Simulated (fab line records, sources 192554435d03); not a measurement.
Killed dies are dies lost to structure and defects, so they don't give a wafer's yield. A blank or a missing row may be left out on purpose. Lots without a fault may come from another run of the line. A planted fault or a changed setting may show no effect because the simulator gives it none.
Split-lot experiment | flow n5_finfet | 7 lots, 39 wafers read, on a route of 1938 steps

THE SPLIT
At N5_SPACER0_ALD_00 (deposits SiOCN, target thk 3.5 nm, pulse time 3 s, purge time 2 s), the setting ald_cycles was moved away from the recipe's 58 on 15 of the 39 wafers read, by -13.8% to +6.9%. The other wafers ran this setting at the recipe's value.

The reading is taken at the split's own step.

THE READING
SiOCN_of_SPACER0_ALD_00.thk_nm (the simulator's own value, which no gauge read), in nm, at N5_SPACER0_ALD_00 (deposits SiOCN, target thk 3.5 nm, pulse time 3 s, purge time 2 s). The file gives no usual value for it. The 24 wafers here that ran the recipe average 3.5 nm, standard deviation 0.1 nm.

wafer  | tool, chamber at the split | ald_cycles as run | against the recipe | SiOCN_of_SPACER0_ALD_00.thk_nm, nm | against lot-mates on the recipe
L077.1 | ald_sin-02, 1,2,3,3,2      | 58                | recipe             | 3.4                                | -
L077.2 | ald_sin-02, 1,2,3,3,2      | 58                | recipe             | 3.4                                | -
L077.3 | ald_sin-02, 1,2,3,3,2      | 58                | recipe             | 3.4                                | -
L077.5 | ald_sin-02, 1,2,3,3,2      | 58                | recipe             | 3.4                                | -
L077.6 | ald_sin-02, 1,2,3,3,2      | 58                | recipe             | 3.4                                | -
L077.4 | ald_sin-02, 0              | 58                | recipe             | 3.6                                | -
L078.1 | ald_sin-04, 1,1,0          | 58                | recipe             | 3.6                                | -
L078.5 | ald_sin-04, 1,1,0          | 58                | recipe             | 3.6                                | -
L078.6 | ald_sin-04, 1,1,0          | 58                | recipe             | 3.6                                | -
L078.2 | ald_sin-04, 0,2,3          | 50                | -13.8%             | 3                                  | -0.6
L078.3 | ald_sin-04, 0,2,3          | 50                | -13.8%             | 3                                  | -0.6
L078.4 | ald_sin-04, 0,2,3          | 50                | -13.8%             | 3                                  | -0.6
L086.1 | ald_sin-03, 3,0,0          | 58                | recipe             | 3.6                                | -
L086.4 | ald_sin-03, 3,0,0          | 58                | recipe             | 3.6                                | -
L086.6 | ald_sin-03, 3,0,0          | 58                | recipe             | 3.6                                | -
L086.2 | ald_sin-03, 1,2,3          | 50                | -13.8%             | 3                                  | -0.6
L086.3 | ald_sin-03, 1,2,3          | 50                | -13.8%             | 3                                  | -0.6
L086.5 | ald_sin-03, 1,2,3          | 50                | -13.8%             | 3                                  | -0.6
L090.1 | ald_sin-03, 3,3,2          | 58                | recipe             | 3.6                                | -
L090.5 | ald_sin-03, 3,3,2          | 58                | recipe             | 3.6                                | -
L090.6 | ald_sin-03, 3,3,2          | 58                | recipe             | 3.6                                | -
L090.2 | ald_sin-03, 1,0,2          | 62                | +6.9%              | 3.8                                | +0.2
L090.3 | ald_sin-03, 1,0,2          | 62                | +6.9%              | 3.8                                | +0.2
L090.4 | ald_sin-03, 1,0,2          | 62                | +6.9%              | 3.8                                | +0.2
L091.1 | ald_sin-03, 1,2,0          | 50                | -13.8%             | 3                                  | -0.5
L091.2 | ald_sin-03, 1,2,0          | 50                | -13.8%             | 3                                  | -0.5
L091.6 | ald_sin-03, 1,2,0          | 50                | -13.8%             | 3                                  | -0.5
L091.3 | ald_sin-03, 3              | 58                | recipe             | 3.4                                | -
L091.4 | ald_sin-03, 0,3            | 58                | recipe             | 3.6                                | -
L091.5 | ald_sin-03, 0,3            | 58                | recipe             | 3.6                                | -
L092.3 | ald_sin-04, 3,2,3          | 58                | recipe             | 3.4                                | -
L092.5 | ald_sin-04, 3,2,3          | 58                | recipe             | 3.4                                | -
L092.6 | ald_sin-04, 3,2,3          | 58                | recipe             | 3.4                                | -
L097.1 | ald_sin-02, 0,1,2          | 58                | recipe             | 3.4                                | -
L097.5 | ald_sin-02, 0,1,2          | 58                | recipe             | 3.4                                | -
L097.6 | ald_sin-02, 0,1,2          | 58                | recipe             | 3.4                                | -
L097.2 | ald_sin-02, 1,3,2          | 51                | -12.1%             | 3                                  | -0.4
L097.3 | ald_sin-02, 1,3,2          | 51                | -12.1%             | 3                                  | -0.4
L097.4 | ald_sin-02, 1,3,2          | 51                | -12.1%             | 3                                  | -0.4
Where a row lists several chambers, the file gives one row for several wafers and doesn't say which wafer went through which chamber.

THE FIT
A straight line over all 39 wafers: SiOCN_of_SPACER0_ALD_00.thk_nm changes by +0.038 nm for each +1% of ald_cycles; r = +0.95; the points scatter about the line by 0.083 nm.
The same after taking each lot's own level away (the mean of its wafers on the recipe; 39 wafers): +0.0388 nm for each +1%; r = +0.98; scatter 0.054 nm.
On that fit, the largest move of ald_cycles shifts the reading by 0.54 nm.
The lots' own levels span 3.40 to 3.60 nm, that is 2.0 times the standard deviation above.
So the lot-to-lot level changes the slope little: the two slopes agree.
Check: with one of the wafers moved furthest among these (-13.8%) left out of the fit, the line predicts -0.54 nm for it against its lot-mates. It came out at -0.6 nm against them.

OTHER SPLITS ON THESE WAFERS
These wafers also went through other splits before the reading. Each is held against what the fit with the lots' levels taken away leaves over:
other split on the same wafers       | wafers away from the commonest value | r with SiOCN_of_SPACER0_ALD_00.thk_nm (lot level and that fit taken away)
N5_DUMMY_GATE_ETCH_37 source_w       | 12                                   | +0.06
N5_DUMMY_GATE_ETCH_31 target_depth_a | 9                                    | +0.06

THE FILE'S OWN FIT
SiOCN_of_SPACER0_ALD_00.thk_nm changes by +0.0394 nm for each +1% of ald_cycles, r = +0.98.
